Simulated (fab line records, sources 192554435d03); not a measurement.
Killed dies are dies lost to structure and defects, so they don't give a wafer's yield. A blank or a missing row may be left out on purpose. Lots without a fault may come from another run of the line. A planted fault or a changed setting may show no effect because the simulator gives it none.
Which tool did it? | flow n5_finfet | 24 lots, 72 wafers sampled, at 3 steps of a route of 1938

WHAT THE GAUGES READ, wafer by wafer
N5_START_INSPECT_01: inspects for defects (unpatterned scan). Usual: raw_defect_count 6.3, standard deviation 2.6.
lot  | measured    | on                | raw_defect_count | flag
L074 | day 1 12:02 | defect_inspect-02 | 9 10 8           |
L075 | day 1 18:02 | defect_inspect-02 | 5 8 8            |
L076 | day 2 00:02 | defect_inspect-02 | 10 4 9           |
L077 | day 2 06:02 | defect_inspect-01 | 11 5 7           |
L078 | day 2 12:02 | defect_inspect-01 | 7 7 4            |
L079 | day 2 18:02 | defect_inspect-01 | 4 5 8            |
L080 | day 3 00:02 | defect_inspect-02 | 5 5 3            |
L081 | day 3 06:02 | defect_inspect-02 | 2 4 6            |
L082 | day 3 12:02 | defect_inspect-01 | 8 3 4            |
L083 | day 3 18:02 | defect_inspect-02 | 5 13 5           |
L084 | day 4 00:02 | defect_inspect-01 | 3 10 5           |
L085 | day 4 06:02 | defect_inspect-01 | 7 3 11           |
L086 | day 4 12:02 | defect_inspect-01 | 8 6 6            |
L087 | day 4 18:02 | defect_inspect-01 | 6 10 6           |
L088 | day 5 00:02 | defect_inspect-02 | 6 7 7            |
L089 | day 5 06:02 | defect_inspect-02 | 10 12 10         |
L090 | day 5 12:02 | defect_inspect-02 | 7 0 3            |
L091 | day 5 18:02 | defect_inspect-01 | 11 2 4           |
L092 | day 6 00:02 | defect_inspect-01 | 8 4 2            |
L093 | day 6 06:02 | defect_inspect-01 | 6 8 5            |
L094 | day 6 12:02 | defect_inspect-01 | 8 5 7            |
L095 | day 6 18:02 | defect_inspect-01 | 2 7 6            |
L096 | day 7 00:02 | defect_inspect-01 | 5 6 4            |
L097 | day 7 06:02 | defect_inspect-02 | 4 4 4            |

N5_PMOS_HMC_CHANNEL_EPI_INSPECT_30: inspects for defects (darkfield). Usual: raw_defect_count 19, standard deviation 6.3.
lot  | measured    | on                | raw_defect_count | flag
L074 | day 1 21:10 | defect_inspect-01 | 8 21 23          |
L075 | day 2 02:28 | defect_inspect-02 | 24 19 16         |
L076 | day 2 08:29 | defect_inspect-02 | 18 19 16         |
L077 | day 2 14:13 | defect_inspect-01 | 18 12 14         |
L078 | day 2 20:47 | defect_inspect-01 | 23 24 16         |
L079 | day 3 01:58 | defect_inspect-01 | 28 21 19         |
L080 | day 3 08:17 | defect_inspect-01 | 38 15 20         |
L081 | day 3 14:19 | defect_inspect-01 | 18 31 21         |
L082 | day 3 21:23 | defect_inspect-02 | 19 16 22         |
L083 | day 4 03:07 | defect_inspect-02 | 18 28 23         |
L084 | day 4 08:44 | defect_inspect-02 | 10 9 18          |
L085 | day 4 14:32 | defect_inspect-02 | 12 20 22         |
L086 | day 4 21:24 | defect_inspect-01 | 19 13 21         |
L087 | day 5 04:07 | defect_inspect-02 | 17 10 15         |
L088 | day 5 09:37 | defect_inspect-01 | 18 21 25         |
L089 | day 5 15:34 | defect_inspect-01 | 20 15 16         |
L090 | day 5 21:04 | defect_inspect-01 | 20 17 18         |
L091 | day 6 02:59 | defect_inspect-02 | 25 28 23         |
L092 | day 6 08:14 | defect_inspect-02 | 23 16 25         |
L093 | day 6 16:38 | defect_inspect-01 | 10 18 24         |
L094 | day 6 22:10 | defect_inspect-01 | 21 17 21         |
L095 | day 7 02:31 | defect_inspect-01 | 22 13 10         |
L096 | day 7 08:20 | defect_inspect-01 | 11 12 17         |
L097 | day 7 14:25 | defect_inspect-02 | 30 25 28         |

WHICH TOOL RAN EACH LOT (tool, then ch and the chambers of the sampled wafers, then the start)
lot  | N5_WELL_APT_DESCUM_30
L074 | rie_diel-05 ch 1,2, day 1 15:08
L075 | rie_diel-01 ch 0,2, day 1 21:21
L076 | rie_diel-05 ch 0,2,3, day 2 02:50
L077 | rie_diel-06 ch 0,1,2, day 2 09:04
L078 | rie_diel-06 ch 0,1,2, day 2 15:29
L079 | rie_diel-01 ch 0,3, day 2 20:54
L080 | rie_diel-05 ch 1,2, day 3 03:31
L081 | rie_diel-01 ch 0,3, day 3 09:17
L082 | rie_diel-01 ch 0,2,3, day 3 15:59
L083 | rie_diel-05 ch 2,3, day 3 21:59
L084 | rie_diel-01 ch 1,2,3, day 4 03:25
L085 | rie_diel-01 ch 1,3, day 4 08:53
L086 | rie_diel-05 ch 0,1,2, day 4 15:42
L087 | rie_diel-06 ch 2,3, day 4 21:45
L088 | rie_diel-06 ch 0,2, day 5 03:44
L089 | rie_diel-01 ch 1,2,3, day 5 08:47
L090 | rie_diel-06 ch 1,2,3, day 5 15:25
L091 | rie_diel-05 ch 0,3, day 5 20:58
L092 | rie_diel-05 ch 0,1,3, day 6 02:56
L093 | rie_diel-05 ch 0,1,3, day 6 09:56
L094 | rie_diel-06 ch 0,1,2, day 6 16:47
L095 | rie_diel-05 ch 1,2, day 6 21:13
L096 | rie_diel-01 ch 0,1, day 7 02:56
L097 | rie_diel-06 ch 2,3, day 7 09:12
- N5_WELL_APT_DESCUM_30: chemistry O2, time 7.9 s.

WHAT THE TOOLS THEMSELVES READ (means of the sampled wafers that have a number; where no wafer has one, the mark that the record gives instead)
N5_WELL_APT_DESCUM_30. Usual: drypump_motor_current_A 5.9 A, standard deviation 0.57; oes_product_au 0.77 a.u., standard deviation 0.071; rf_vpp_V 242.9 V, standard deviation 1.3; showerhead_plenum_p_Torr 2.08 Torr, standard deviation 0.067; throttle_valve_pct 20.41 %, standard deviation 0.17.
lot  | tool        | drypump_motor_current_A (A) | oes_product_au (a.u.) | rf_vpp_V (V) | showerhead_plenum_p_Torr (Torr) | throttle_valve_pct (%) | flag
L074 | rie_diel-05 | 5.7                         | 0.88                  | 242.2        | 2.11                            | 20.39                  |
L075 | rie_diel-01 | 6.4                         | 0.74                  | 241.9        | 2.04                            | 20.23                  |
L076 | rie_diel-05 | 5.9                         | 0.77                  | 243.1        | 2.10                            | 20.45                  |
L077 | rie_diel-06 | 5.8                         | 0.80                  | 243.4        | 2.08                            | 20.35                  |
L078 | rie_diel-06 | 5.8                         | 0.79                  | 243.1        | 2.08                            | 20.35                  |
L079 | rie_diel-01 | 6.1                         | 0.71                  | 242.2        | 2.04                            | 20.21                  |
L080 | rie_diel-05 | 5.9                         | 0.89                  | 243.5        | 2.09                            | 20.45                  |
L081 | rie_diel-01 | 6.0                         | 0.71                  | 243.0        | 2.09                            | 20.24                  |
L082 | rie_diel-01 | 6.3                         | 0.74                  | 241.9        | 2.08                            | 20.29                  |
L083 | rie_diel-05 | 6.0                         | 0.79                  | 243.2        | 2.08                            | 20.43                  |
L084 | rie_diel-01 | 6.0                         | 0.75                  | 243.8        | 2.12                            | 20.43                  |
L085 | rie_diel-01 | 5.7                         | 0.72                  | 244.0        | 2.12                            | 20.39                  |
L086 | rie_diel-05 | 5.6                         | 0.80                  | 243.3        | 2.12                            | 20.48                  |
L087 | rie_diel-06 | 5.0                         | 0.82                  | 242.3        | 2.02                            | 20.16                  |
L088 | rie_diel-06 | 6.0                         | 0.80                  | 242.9        | 2.02                            | 20.43                  |
L089 | rie_diel-01 | 6.0                         | 0.75                  | 244.0        | 2.11                            | 20.43                  |
L090 | rie_diel-06 | 5.3                         | 0.79                  | 243.3        | 2.07                            | 20.25                  |
L091 | rie_diel-05 | 5.8                         | 0.70                  | 242.3        | 2.11                            | 20.53                  |
L092 | rie_diel-05 | 6.0                         | 0.77                  | 242.8        | 2.07                            | 20.54                  |
L093 | rie_diel-05 | 6.0                         | 0.76                  | 241.6        | 2.07                            | 20.55                  |
L094 | rie_diel-06 | 5.8                         | 0.76                  | 243.1        | 2.07                            | 20.40                  |
L095 | rie_diel-05 | 5.7                         | 0.81                  | 242.6        | 2.09                            | 20.47                  |
L096 | rie_diel-01 | 5.6                         | 0.72                  | 242.3        | 2.04                            | 20.49                  |
L097 | rie_diel-06 | 5.0                         | 0.79                  | 242.5        | 2.01                            | 20.18                  |

THE ANSWER, worked out from the rows above alone
Rule: a lot is off if the mean of its wafers that have a number lies more than 3 standard deviations from the usual mean. A lot without any number at a reading at which 4 lots or more have one is off too. The other lots that the step has rows for count as sound. The gauges are gone through in route order, then the tools' own readings, and for those a lot's mean is taken as printed above. The first step at which some lot is off is used, and at that step the reading that is off furthest; a lot without a number counts as furthest.
No lot is off at any reading shown: from this, nothing can be told.

WHAT THE SIMULATOR HAD PUT IN
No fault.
